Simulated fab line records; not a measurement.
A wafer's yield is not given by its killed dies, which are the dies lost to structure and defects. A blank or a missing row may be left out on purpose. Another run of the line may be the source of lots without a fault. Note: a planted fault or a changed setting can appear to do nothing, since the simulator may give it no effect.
The tool behind it: which one? -- flow n5 finfet -- 23 lots with 69 wafers sampled at 6 steps, on a route of 1938 steps

## WHAT EACH GAUGE READ, for each wafer
No reading from a measuring or inspecting step in the record can be judged against a usual standard deviation.

## EACH LOT AND THE TOOL THAT RAN IT (in order: tool; ch and the chambers of the sampled wafers; start)
lot,N5_BEOL_M3_ETCH_70,N5_BEOL_M3_STRIP_97,N5_BEOL_M3_ALD_84,N5_BEOL_M3_SPUTTER_79,N5_BEOL_M3_ANNEAL_89,N5_BEOL_M3_CMP_52
L074,"rie diel-04 ch 0,1, day 6 23:51","rie diel-04 ch 0,1, day 7 01:19 or earlier","ald metal-03 ch 1,3, day 7 01:19","pvd sputter-02, day 7 02:32","pvd sputter-02, day 7 03:16","cmp-02 ch 0,1,2, day 7 04:55"
L076,"rie diel-02 ch 0,1, day 7 11:39","rie diel-02 ch 0,1, day 7 12:19 or earlier","ald metal-02 ch 0,1,2, day 7 12:19","pvd sputter-02, day 7 12:59","pvd sputter-02, day 7 13:43","cmp-04 ch 0,2, day 7 15:01"
L077,"rie diel-04 ch 0,3, day 8 11:20","rie diel-04 ch 0,3, day 8 12:28 or earlier","ald metal-02 ch 0,2, day 8 12:28","pvd sputter-03, day 8 14:17","pvd sputter-03, day 8 15:02","cmp-02 ch 0,1, day 8 16:19"
L079,"rie diel-02 ch 1,3, day 8 14:57","rie diel-02 ch 1,3, day 8 17:31 or earlier","ald metal-04 ch 0,3, day 8 17:31","pvd sputter-01, day 8 18:20","pvd sputter-01, day 8 19:04","cmp-01 ch 1,2,3, day 8 20:28"
L078,"rie diel-02 ch 0,1,2, day 8 17:14","rie diel-02 ch 0,1,2, day 8 18:02 or earlier","ald metal-04 ch 0,3, day 8 18:02","pvd sputter-03, day 8 18:47","pvd sputter-03, day 8 19:31","cmp-02 ch 1,2, day 8 20:56"
L080,"rie diel-01 ch 0,3, day 8 20:22","rie diel-01 ch 0,3, day 8 21:02 or earlier","ald metal-04 ch 0,1,3, day 8 21:02","pvd sputter-02, day 8 21:56","pvd sputter-02, day 8 22:41","cmp-04 ch 0,3, day 8 23:59"
L081,"rie diel-04 ch 0,3, day 8 21:50","rie diel-04 ch 0,3, day 8 23:37 or earlier","ald metal-02 ch 1,2,3, day 8 23:37","pvd sputter-03, day 9 00:26","pvd sputter-03, day 9 01:11","cmp-04 ch 1,2, day 9 02:31"
L082,"rie diel-04 ch 0,3, day 8 23:23","rie diel-04 ch 0,3, day 9 00:28 or earlier","ald metal-02 ch 0,1,3, day 9 00:28","pvd sputter-01, day 9 01:13","pvd sputter-01, day 9 01:58","cmp-02 ch 1,2, day 9 03:15"
L083,"rie diel-01 ch 1,2,3, day 9 02:19","rie diel-01 ch 1,2,3, day 9 03:31 or earlier","ald metal-02 ch 0,2,3, day 9 03:31","pvd sputter-03, day 9 04:19","pvd sputter-03, day 9 05:04","cmp-04 ch 1,2,3, day 9 06:21"
L084,"rie diel-01 ch 0,1,3, day 9 05:34","rie diel-01 ch 0,1,3, day 9 06:40 or earlier","ald metal-03 ch 0,1,3, day 9 06:40","pvd sputter-02, day 9 07:34","pvd sputter-02, day 9 08:18","cmp-02 ch 0,1,2, day 9 10:03"
L085,"rie diel-02 ch 1,2,3, day 10 01:05","rie diel-02 ch 1,2,3, day 10 02:30 or earlier","ald metal-02 ch 0,1,2, day 10 02:30","pvd sputter-02, day 10 03:31","pvd sputter-02, day 10 04:15","cmp-02 ch 0,1,2, day 10 05:49"
L086,"rie diel-02 ch 1,2,3, day 10 12:13","rie diel-02 ch 1,2,3, day 10 13:12 or earlier","ald metal-04 ch 0,1,3, day 10 13:12","pvd sputter-01, day 10 14:17","pvd sputter-01, day 10 15:01","cmp-04 ch 0,1,3, day 10 16:26"
L087,"rie diel-02 ch 0,1,3, day 10 15:36","rie diel-02 ch 0,1,3, day 10 16:24 or earlier","ald metal-02 ch 0,1,2, day 10 16:24","pvd sputter-03, day 10 17:15","pvd sputter-03, day 10 17:59","cmp-02 ch 1,2,3, day 10 19:22"
L088,"rie diel-01 ch 0,2,3, day 10 15:40","rie diel-01 ch 0,2,3, day 10 16:29 or earlier","ald metal-04 ch 0,3, day 10 16:29","pvd sputter-01, day 10 17:16","pvd sputter-01, day 10 18:00","cmp-01 ch 2,3, day 10 19:17"
L089,"rie diel-04 ch 0,1, day 11 01:36","rie diel-04 ch 0,1, day 11 03:22 or earlier","ald metal-03 ch 1,2, day 11 03:22","pvd sputter-02, day 11 04:04","pvd sputter-02, day 11 04:49","cmp-01 ch 0,1,2, day 11 06:11"
L090,"rie diel-04 ch 1,2,3, day 11 02:59","rie diel-04 ch 1,2,3, day 11 03:47 or earlier","ald metal-03 ch 0,1,2, day 11 03:47","pvd sputter-03, day 11 04:41","pvd sputter-03, day 11 05:25","cmp-02 ch 0,1,3, day 11 06:56"
L091,"rie diel-02 ch 2,3, day 11 03:09","rie diel-02 ch 2,3, day 11 03:56 or earlier","ald metal-02 ch 1,3, day 11 03:56","pvd sputter-02, day 11 05:59","pvd sputter-02, day 11 06:44","cmp-04 ch 0,2,3, day 11 08:07"
L092,"rie diel-04 ch 0,1,3, day 11 13:52","rie diel-04 ch 0,1,3, day 11 15:01 or earlier","ald metal-03 ch 0,1,2, day 11 15:01","pvd sputter-02, day 11 15:53","pvd sputter-02, day 11 16:37","cmp-04 ch 0,2,3, day 11 17:56"
L093,"rie diel-01 ch 0,1,2, day 11 20:06","rie diel-01 ch 0,1,2, day 11 21:01 or earlier","ald metal-02 ch 1,2, day 11 21:01","pvd sputter-03, day 11 22:07","pvd sputter-03, day 11 22:51","cmp-02 ch 0,2,3, day 12 00:13"
L094,"rie diel-02 ch 0,3, day 12 05:20","rie diel-02 ch 0,3, day 12 06:12 or earlier","ald metal-04 ch 0,1,2, day 12 06:12","pvd sputter-02, day 12 07:01","pvd sputter-02, day 12 07:45","cmp-04 ch 1,3, day 12 09:13"
L095,"rie diel-02 ch 0,3, day 12 13:21","rie diel-02 ch 0,3, day 12 14:20 or earlier","ald metal-03 ch 0,1,2, day 12 14:20","pvd sputter-01, day 12 15:12","pvd sputter-01, day 12 15:56","cmp-02 ch 1,2, day 12 17:15"
L096,"rie diel-04 ch 0,2,3, day 12 18:22","rie diel-04 ch 0,2,3, day 12 19:32 or earlier","ald metal-03 ch 0,1,2, day 12 19:32","pvd sputter-01, day 12 20:27","pvd sputter-01, day 12 21:11","cmp-01 ch 0,1, day 12 22:46"
L097,"rie diel-04 ch 1,2,3, day 12 22:31","rie diel-04 ch 1,2,3, day 12 23:13 or earlier","ald metal-04 ch 1,2,3, day 12 23:13","pvd sputter-03, day 13 00:14","pvd sputter-03, day 13 00:58","cmp-02 ch 1,2, day 13 02:17"
- N5_BEOL_M3_ETCH_70: etches SOC in N2/H2, target depth 80 nm, overetch 16 nm, time 120 s.
- N5_BEOL_M3_STRIP_97: strips in N2/H2, time 10 s.
- N5_BEOL_M3_ALD_84: deposits TaN, pulse time 2 s, purge time 3 s, co reactant purge time 2 s.
- N5_BEOL_M3_SPUTTER_79: material Cu, target thk 4.5 nm, time 8.29 s.
- N5_BEOL_M3_ANNEAL_89: time 240 s.
- N5_BEOL_M3_CMP_52: polishes, stops on SiOC, t overpolish 6.8 s, target thk 40 nm.

## AS READ BY THE TOOLS THEMSELVES (means over the sampled wafers that have a number; for cases with no such wafer, the mark the record gives instead)
N5_BEOL_M3_ETCH_70. Usual: drypump motor current A 5.5 A, standard deviation 0.51; oes product au 0.61 a.u., standard deviation 0.074; rf fwd power W 835 W, standard deviation 3.1; rf vpp V 524.1 V, standard deviation 2.7; showerhead plenum p Torr 2.56 Torr, standard deviation 0.093; throttle valve pct 17.75 %, standard deviation 0.25.
lot,tool,drypump motor current A (A),oes product au (a.u.),rf fwd power W (W),rf vpp V (V),showerhead plenum p Torr (Torr),throttle valve pct (%),flag
L074,rie diel-04,5.3,0.67,836,523.5,2.54,17.64,
L076,rie diel-02,6.2,0.54,835,526.0,2.62,17.79,
L077,rie diel-04,5.7,0.60,833,519.9,2.43,17.91,
L079,rie diel-02,5.1,0.64,837,523.9,2.53,17.85,
L078,rie diel-02,5.7,0.54,833,525.1,2.59,17.79,
L080,rie diel-01,5.5,0.60,836,527.3,2.66,17.73,
L081,rie diel-04,5.6,0.65,836,521.4,2.46,17.73,
L082,rie diel-04,5.6,0.66,830,521.6,2.46,17.73,
L083,rie diel-01,5.7,0.61,833,524.2,2.55,17.62,
L084,rie diel-01,5.7,0.63,835,525.2,2.59,17.52,
L085,rie diel-02,5.2,0.58,833,523.5,2.54,17.84,
L086,rie diel-02,5.2,0.59,838,523.4,2.54,17.85,
L087,rie diel-02,5.7,0.64,836,523.8,2.57,17.69,
L088,rie diel-01,5.5,0.57,835,524.8,2.61,17.87,
L089,rie diel-04,5.3,0.70,836,523.4,2.52,17.55,
L090,rie diel-04,5.3,0.64,838,525.2,2.57,17.78,
L091,rie diel-02,5.0,0.60,838,521.9,2.50,17.91,
L092,rie diel-04,5.5,0.64,833,522.8,2.49,17.73,
L093,rie diel-01,5.6,0.62,836,524.7,2.56,17.71,
L094,rie diel-02,5.5,0.66,835,522.9,2.51,17.75,
L095,rie diel-02,6.0,0.66,833,523.8,2.56,17.55,
L096,rie diel-04,5.3,0.61,835,524.3,2.52,17.82,
L097,rie diel-04,5.3,0.62,834,523.6,2.56,17.80,

N5_BEOL_M3_STRIP_97. Usual: drypump motor current A 5.5 A, standard deviation 0.51; oes product au 0.81 a.u., standard deviation 0.1; rf vpp V 59.2 V, standard deviation 0.86; showerhead plenum p Torr 2.55 Torr, standard deviation 0.093; throttle valve pct 23.57 %, standard deviation 0.26.
lot,tool,drypump motor current A (A),oes product au (a.u.),rf vpp V (V),showerhead plenum p Torr (Torr),throttle valve pct (%),flag
L074,rie diel-04,5.3,0.89,58.6,2.53,23.51,
L076,rie diel-02,6.2,0.71,59.6,2.61,23.62,
L077,rie diel-04,5.7,0.78,58.9,2.43,23.64,
L079,rie diel-02,5.1,0.83,58.3,2.53,23.72,
L078,rie diel-02,5.8,0.72,59.5,2.59,23.59,
L080,rie diel-01,5.4,0.78,59.6,2.66,23.50,
L081,rie diel-04,5.6,0.85,58.9,2.45,23.53,
L082,rie diel-04,5.6,0.85,59.3,2.45,23.53,
L083,rie diel-01,5.7,0.80,59.0,2.54,23.34,
L084,rie diel-01,5.7,0.83,59.7,2.59,23.23,
L085,rie diel-02,5.2,0.77,59.3,2.54,23.68,
L086,rie diel-02,5.2,0.77,59.3,2.53,23.67,
L087,rie diel-02,5.7,0.85,59.6,2.56,23.52,
L088,rie diel-01,5.5,0.73,58.8,2.61,23.64,
L089,rie diel-04,5.3,0.92,59.9,2.52,23.42,
L090,rie diel-04,5.2,0.84,59.5,2.57,23.61,
L091,rie diel-02,5.0,0.79,59.3,2.49,23.82,
L092,rie diel-04,5.5,0.85,59.8,2.49,23.54,
L093,rie diel-01,5.6,0.80,59.3,2.56,23.45,
L094,rie diel-02,5.5,0.86,59.0,2.51,23.68,
L095,rie diel-02,6.0,0.88,59.0,2.56,23.49,
L096,rie diel-04,5.4,0.80,58.6,2.52,23.62,
L097,rie diel-04,5.2,0.82,58.3,2.56,23.63,

N5_BEOL_M3_ALD_84. Usual: heater power outer w 222 W, standard deviation 24; heater power w 407 W, standard deviation 30; mfc carrier sccm 1500 sccm, standard deviation 4.6; precursor vessel temp c 75.01 C, standard deviation 0.11.
lot,tool,heater power outer w (W),heater power w (W),mfc carrier sccm (sccm),precursor vessel temp c (C),flag
L074,ald metal-03,234,420,1499,75.07,
L076,ald metal-02,217,403,1501,74.93,
L077,ald metal-02,217,394,1494,75.11,
L079,ald metal-04,218,394,1498,75.07,
L078,ald metal-04,212,392,1498,75.03,
L080,ald metal-04,218,405,1504,75.05,
L081,ald metal-02,202,382,1501,75.01,
L082,ald metal-02,203,383,1502,75.22,
L083,ald metal-02,205,385,1499,74.88,
L084,ald metal-03,243,431,1499,75.08,
L085,ald metal-02,213,397,1502,75.06,
L086,ald metal-04,217,401,1500,75.11,
L087,ald metal-02,215,403,1505,74.96,
L088,ald metal-04,214,395,1497,75.00,
L089,ald metal-03,250,441,1502,75.04,
L090,ald metal-03,258,448,1500,75.06,
L091,ald metal-02,195,385,1502,74.94,
L092,ald metal-03,258,447,1503,75.02,
L093,ald metal-02,211,399,1498,74.94,
L094,ald metal-04,215,396,1498,74.96,
L095,ald metal-03,261,448,1502,75.04,
L096,ald metal-03,257,445,1501,74.90,
L097,ald metal-04,214,388,1498,75.02,

N5_BEOL_M3_SPUTTER_79. Usual: throttle valve pct at 30.3 %, with a standard deviation of 1.1.
lot,tool,throttle valve pct (%),flag
L074,pvd sputter-02,30.9,
L076,pvd sputter-02,30.4,
L077,pvd sputter-03,29.8,
L079,pvd sputter-01,30.5,
L078,pvd sputter-03,30.0,
L080,pvd sputter-02,30.1,
L081,pvd sputter-03,29.2,
L082,pvd sputter-01,31.3,
L083,pvd sputter-03,29.3,
L084,pvd sputter-02,30.5,
L085,pvd sputter-02,30.0,
L086,pvd sputter-01,31.3,
L087,pvd sputter-03,30.5,
L088,pvd sputter-01,30.0,
L089,pvd sputter-02,31.1,
L090,pvd sputter-03,30.1,
L091,pvd sputter-02,30.7,
L092,pvd sputter-02,30.3,
L093,pvd sputter-03,30.2,
L094,pvd sputter-02,29.3,
L095,pvd sputter-01,30.0,
L096,pvd sputter-01,30.3,
L097,pvd sputter-03,30.6,

N5_BEOL_M3_ANNEAL_89. Usual: heater power w at 905 W, with a standard deviation of 130.
lot,tool,heater power w (W),flag
L074,pvd sputter-02,816,
L076,pvd sputter-02,948,
L077,pvd sputter-03,906,
L079,pvd sputter-01,1000,
L078,pvd sputter-03,802,
L080,pvd sputter-02,988,
L081,pvd sputter-03,812,
L082,pvd sputter-01,1043,
L083,pvd sputter-03,815,
L084,pvd sputter-02,853,
L085,pvd sputter-02,988,
L086,pvd sputter-01,965,
L087,pvd sputter-03,870,
L088,pvd sputter-01,868,
L089,pvd sputter-02,911,
L090,pvd sputter-03,813,
L091,pvd sputter-02,998,
L092,pvd sputter-02,942,
L093,pvd sputter-03,800,
L094,pvd sputter-02,1061,
L095,pvd sputter-01,946,
L096,pvd sputter-01,945,
L097,pvd sputter-03,894,

N5_BEOL_M3_CMP_52. Usual: value, then standard deviation, for each; barrier field endpoint s 24.7 s / 0.56; clearing platen rpm 50.000 rpm / 0.028; edge zone pressure frac 1.001 / 0.0043; motor current A 6.1 A / 0.55; overpolish run s 6.800 s / 0.0086; retaining ring pressure frac 1.000 / 0.0049; time to endpoint s 63 s / 3.2.
lot,tool,barrier field endpoint s (s),clearing platen rpm (rpm),edge zone pressure frac,motor current A (A),overpolish run s (s),retaining ring pressure frac,time to endpoint s (s),flag
L074,cmp-02,24.2,50.004,1.000,6.1,6.792,1.000,63,
L076,cmp-04,25.0,49.978,0.997,6.0,6.803,0.996,65,
L077,cmp-02,24.6,49.968,1.005,6.5,6.805,1.000,63,
L079,cmp-01,23.9,49.980,0.998,6.2,6.802,1.003,58,
L078,cmp-02,25.3,50.000,1.000,6.1,6.801,1.000,68,
L080,cmp-04,24.2,50.022,1.000,6.3,6.798,1.003,57,
L081,cmp-04,24.7,49.988,1.003,5.5,6.795,1.004,61,
L082,cmp-02,25.0,50.013,0.999,6.3,6.796,1.002,64,
L083,cmp-04,24.7,50.020,1.000,6.1,6.808,1.000,60,
L084,cmp-02,24.6,50.017,0.999,5.9,6.798,1.001,62,
L085,cmp-02,25.1,49.999,0.999,6.3,6.810,0.999,65,
L086,cmp-04,25.2,49.992,1.003,6.3,6.794,1.000,63,
L087,cmp-02,25.0,50.019,0.999,5.6,6.798,1.000,64,
L088,cmp-01,24.3,50.023,1.002,6.6,6.795,1.006,60,
L089,cmp-01,24.4,50.002,1.005,5.8,6.798,0.997,61,
L090,cmp-02,24.8,50.037,1.000,6.2,6.800,1.002,60,
L091,cmp-04,24.8,49.980,1.002,6.2,6.796,0.999,68,
L092,cmp-04,25.1,49.984,1.002,6.5,6.800,0.998,67,
L093,cmp-02,24.4,50.032,1.006,5.9,6.809,1.000,59,
L094,cmp-04,24.9,50.009,1.002,6.8,6.798,1.004,65,
L095,cmp-02,24.9,49.994,1.000,5.8,6.810,0.999,62,
L096,cmp-01,24.9,50.006,1.001,5.9,6.801,0.999,62,
L097,cmp-02,24.8,49.993,0.998,6.2,6.793,0.999,65,

## THE ANSWER, worked out from the rows above alone
Rule: a lot is off if the mean of its wafers that have a number lies more than 3 standard deviations from the usual mean. A lot without any number at a reading at which 4 lots or more have one is off too. The other lots that the step has rows for count as sound. After the gauges, taken in route order, come the tools' own readings; for these a lot's mean is taken, as printed above. At the first step where some lot is off, the reading lying furthest off is the one used; lots without a number count as furthest.
Across all readings shown, no lot is off: no conclusion can be drawn from this.

## WHAT THE SIMULATOR HAD INSERTED
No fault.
